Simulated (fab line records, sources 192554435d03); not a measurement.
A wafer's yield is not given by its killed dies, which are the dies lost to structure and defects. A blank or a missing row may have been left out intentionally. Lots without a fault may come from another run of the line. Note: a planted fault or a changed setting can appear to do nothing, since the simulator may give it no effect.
A struck lot beside a sound one / flow n5-finfet / 15 steps out of a route of 1938
Sound: these wafers, L518.2, L518.3, L518.6. Struck: wafers L532.1, L532.5 (left out: L532.3, a lot-mate that was not struck); the cause follows at the end.
Order at every step that has rows: each side's tool, ch and its chambers, its first start. Under that, the readings that differ: sound wafers / struck wafers / difference of the means / sigmas: that difference in standard deviations of wafers without a fault.
alike: same words and numbers on both sides, and readings whose means sit less than 2 such deviations apart. not compared: any withheld reading, any reading some wafer has no value for, any bound like >300 that may hide the same value, and any number with overlapping values for which the record gives no deviation.
Wherever a step has rows on one side only, a row that says differs or no value, or a row with sigmas, the two part there. Numbers that don't overlap but have no deviation are shown without sigmas and don't part them. A reading missing from all wafers of one side parts the sides only when that side holds two or more wafers.

N5_BEOL_M10_CD_MEAS_28: the cd target is 70 nm.
  sound on cd-sem-03 ch 0, day 10 06:41; struck on cd-sem-01 ch 0, day 14 06:20
  alike: cd-nm
N5_BEOL_M10_OVL_MEAS_29:
  sound on overlay-01 ch 0, day 10 06:43; struck on overlay-02 ch 0, day 14 06:22
  alike: V9_OVL
N5_BEOL_M10_INSPECT_30: inspects for defects (brightfield).
  sound on defect-inspect-02, day 10 06:44; struck on defect-inspect-02, day 14 06:23
  alike: raw-defect-count
N5_BEOL_M10_DESCUM_33: chemistry O2, time 7.9 s.
  sound on rie-diel-04 ch 0,1, day 10 06:46; struck on rie-diel-04 ch 1, day 14 06:25
reading=oes-product-au (a.u.); sound=0.68 0.86 0.86; struck=0.96 0.96; difference=+0.16; sigmas=+2
  alike: drypump-motor-current-A, rf-vpp-V, showerhead-plenum-p-Torr, throttle-valve-pct
  not compared: rf-hours-counter-h
N5_BEOL_M10_ETCH_65: etches SiARC in CF4, target depth 39 nm, time 65 s.
  sound on rie-diel-04 ch 0,1, day 10 06:49; struck on rie-diel-04 ch 1, day 14 06:27
reading=oes-product-au (a.u.); sound=0.59 0.74 0.73; struck=0.82 0.82; difference=+0.13; sigmas=+2
  alike: drypump-motor-current-A, etch-rf-on-time-s, rf-vpp-V, showerhead-plenum-p-Torr, throttle-valve-pct
  not compared: rf-hours-counter-h
then, 4 steps without rows for these wafers: N5_BEOL_M10_ETCH_66 (etches SOC in N2/H2, target depth 120 nm, overetch 24 nm, time 180 s); N5_BEOL_M10_STRIP_69 (strips in N2/H2); N5_BEOL_M10_VIA_ETCH_34 (etches SiCOH lowk in C4F6/O2, target depth 184.5 nm, time 69.2 s); N5_BEOL_M10_STRIP_73 (strips in C4F6/O2).
N5_BEOL_M10_STRIP_36: strips in N2/H2.
  sound on rie-diel-04 ch 0,1, day 10 07:02; struck on rie-diel-04 ch 1, day 14 06:41
reading=chamber-pressure-mTorr (mTorr); sound=20.02 19.99 20.08; struck=19.92 19.96; difference=-0.09; sigmas=-2
reading=oes-product-au (a.u.); sound=0.68 0.86 0.87; struck=0.96 0.98; difference=+0.17; sigmas=+2
  alike: drypump-motor-current-A, rf-vpp-V, showerhead-plenum-p-Torr, throttle-valve-pct
  not compared: rf-hours-counter-h
N5_BEOL_M10_TRENCH_ETCH_37: etches SiCOH lowk in C4F6/O2, target depth 148.83 nm, time 48 s.
  sound: rie-diel-04 ch 0,1; struck: rie-diel-04 ch 1
  alike: drypump-motor-current-A, oes_f_703_au, oes-product-au, rf-vpp-V, showerhead-plenum-p-Torr, throttle-valve-pct
  not compared: rf-hours-counter-h
N5_BEOL_M10_ETCH_41: etches SiCN in CH3F/O2, target depth 42.6 nm, time 86 s.
  sound: rie-diel-04 ch 0,1; struck: rie-diel-04 ch 1
  alike: drypump-motor-current-A, oes-product-au, rf-vpp-V, showerhead-plenum-p-Torr, throttle-valve-pct
  not compared: rf-hours-counter-h
N5_BEOL_M10_STRIP_77: strips in N2/H2, time 10 s.
  sound on rie-diel-04 ch 0,1, day 10 07:11; struck on rie-diel-04 ch 1, day 14 06:50
reading=chamber-pressure-mTorr (mTorr); sound=19.972 20.011 20.001; struck=14.016 13.972; difference=-6.001; sigmas=-99 or more
reading=oes-product-au (a.u.); sound=0.68 0.86 0.85; struck=0.96 0.95; difference=+0.16; sigmas=+2
  alike: drypump-motor-current-A, rf-vpp-V, showerhead-plenum-p-Torr, throttle-valve-pct
  not compared: rf-hours-counter-h
N5_BEOL_M10_OCD_MEAS_38:
  sound on ocd-02, day 10 07:16; struck on ocd-01, day 14 06:55
  alike: trench-depth-nm
N5_PASSIVATION_PROBE_49:
  rows exist in the record for the sound wafers here (prober-02, day 12 11:36), none for the struck ones

== WHERE THEY PART ==
At N5_BEOL_M10_DESCUM_33 first; at N5_PASSIVATION_PROBE_49 last (within this record only).

WHY: the cause the simulator had injected
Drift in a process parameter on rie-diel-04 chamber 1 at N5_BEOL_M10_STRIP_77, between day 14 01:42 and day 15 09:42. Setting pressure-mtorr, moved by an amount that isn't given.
